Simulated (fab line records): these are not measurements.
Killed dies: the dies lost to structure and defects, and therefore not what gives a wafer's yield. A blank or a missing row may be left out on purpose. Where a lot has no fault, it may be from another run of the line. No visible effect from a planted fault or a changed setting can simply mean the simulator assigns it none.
Chamber matching :: flow n5 finfet :: rie diel-01 running N5_FIN_SAQP_ETCH_34: 4 sister chambers
The step etches SiO2 in C4F6/O2, target depth 45 nm, time 15 s. 14 wafers are shown with their chamber, then 7 later ones without.

WAFERS WITH THEIR CHAMBER
wafer: L079.2
chamber: 2
rf vpp V (V): 658
showerhead plenum p Torr (Torr): 2.75
oes product au (a.u.): 0.60

wafer: L079.4
chamber: 1
rf vpp V (V): 682
showerhead plenum p Torr (Torr): 2.93
oes product au (a.u.): 0.66

wafer: L079.6
chamber: 2
rf vpp V (V): 659
showerhead plenum p Torr (Torr): 2.75
oes product au (a.u.): 0.60

wafer: L082.1
chamber: 2
rf vpp V (V): 658
showerhead plenum p Torr (Torr): 2.75
oes product au (a.u.): 0.59

wafer: L082.3
chamber: 3
rf vpp V (V): 685
showerhead plenum p Torr (Torr): 2.87
oes product au (a.u.): 0.77

wafer: L082.5
chamber: 2
rf vpp V (V): 659
showerhead plenum p Torr (Torr): 2.75
oes product au (a.u.): 0.59

wafer: L085.1
chamber: 3
rf vpp V (V): 684
showerhead plenum p Torr (Torr): 2.87
oes product au (a.u.): 0.77

wafer: L085.4
chamber: 0
rf vpp V (V): 645
showerhead plenum p Torr (Torr): 2.89
oes product au (a.u.): 0.80

wafer: L085.5
chamber: 3
rf vpp V (V): 685
showerhead plenum p Torr (Torr): 2.87
oes product au (a.u.): 0.76

wafer: L086.2
chamber: 3
rf vpp V (V): 684
showerhead plenum p Torr (Torr): 2.87
oes product au (a.u.): 0.76

wafer: L086.5
chamber: 3
rf vpp V (V): 684
showerhead plenum p Torr (Torr): 2.86
oes product au (a.u.): 0.76

wafer: L086.6
chamber: 2
rf vpp V (V): 658
showerhead plenum p Torr (Torr): 2.75
oes product au (a.u.): 0.59

wafer: L088.2
chamber: 3
rf vpp V (V): 685
showerhead plenum p Torr (Torr): 2.86
oes product au (a.u.): 0.75

wafer: L088.4
chamber: 2
rf vpp V (V): 658
showerhead plenum p Torr (Torr): 2.74
oes product au (a.u.): 0.58

SIGNATURES, as means of the wafers listed above
reading: rf vpp V
chamber 0: 645.00
chamber 1: 682.00
chamber 2: 658.33
chamber 3: 684.50
scatter within a chamber: 0.532

reading: showerhead plenum p Torr
chamber 0: 2.8900
chamber 1: 2.9300
chamber 2: 2.7483
chamber 3: 2.8667
scatter within a chamber: 0.00465

reading: oes product au
chamber 0: 0.8000
chamber 1: 0.6600
chamber 2: 0.5917
chamber 3: 0.7617
scatter within a chamber: 0.00753
Rule: distance of a wafer from a chamber = root of the sum over the readings of ((wafer's reading minus chamber's mean) / reading's scatter) squared. The wafer belongs to the nearest chamber; if the next one is less than 2 further off, it can't be placed. How the scatter is found: for the shown wafers, subtract from each reading the mean of its chamber, square and add these, divide the total by (wafers less chambers), then take the root.

WAFERS WITH NO CHAMBER GIVEN
wafer: L088.6
rf vpp V (V): 685
showerhead plenum p Torr (Torr): 2.92
oes product au (a.u.): 0.64

wafer: L092.3
rf vpp V (V): 645
showerhead plenum p Torr (Torr): 2.89
oes product au (a.u.): 0.78

wafer: L092.4
rf vpp V (V): 658
showerhead plenum p Torr (Torr): 2.74
oes product au (a.u.): 0.59

wafer: L092.5
rf vpp V (V): 683
showerhead plenum p Torr (Torr): 2.92
oes product au (a.u.): 0.63

wafer: L096.1
rf vpp V (V): 684
showerhead plenum p Torr (Torr): 2.86
oes product au (a.u.): 0.73

wafer: L096.2
rf vpp V (V): 644
showerhead plenum p Torr (Torr): 2.88
oes product au (a.u.): 0.75

wafer: L096.3
rf vpp V (V): 658
showerhead plenum p Torr (Torr): 2.74
oes product au (a.u.): 0.58

THE CHAMBER EACH PASSED THROUGH
wafer: L088.6
from the rows above: 1
in truth: 1

wafer: L092.3
from the rows above: 0
in truth: 0

wafer: L092.4
from the rows above: 2
in truth: 2

wafer: L092.5
from the rows above: 1
in truth: 1

wafer: L096.1
from the rows above: 3
in truth: 3

wafer: L096.2
from the rows above: 0
in truth: 0

wafer: L096.3
from the rows above: 2
in truth: 2
7 of 7 placed correctly. From these rows, 0 cannot be placed. 0 placed wrongly.
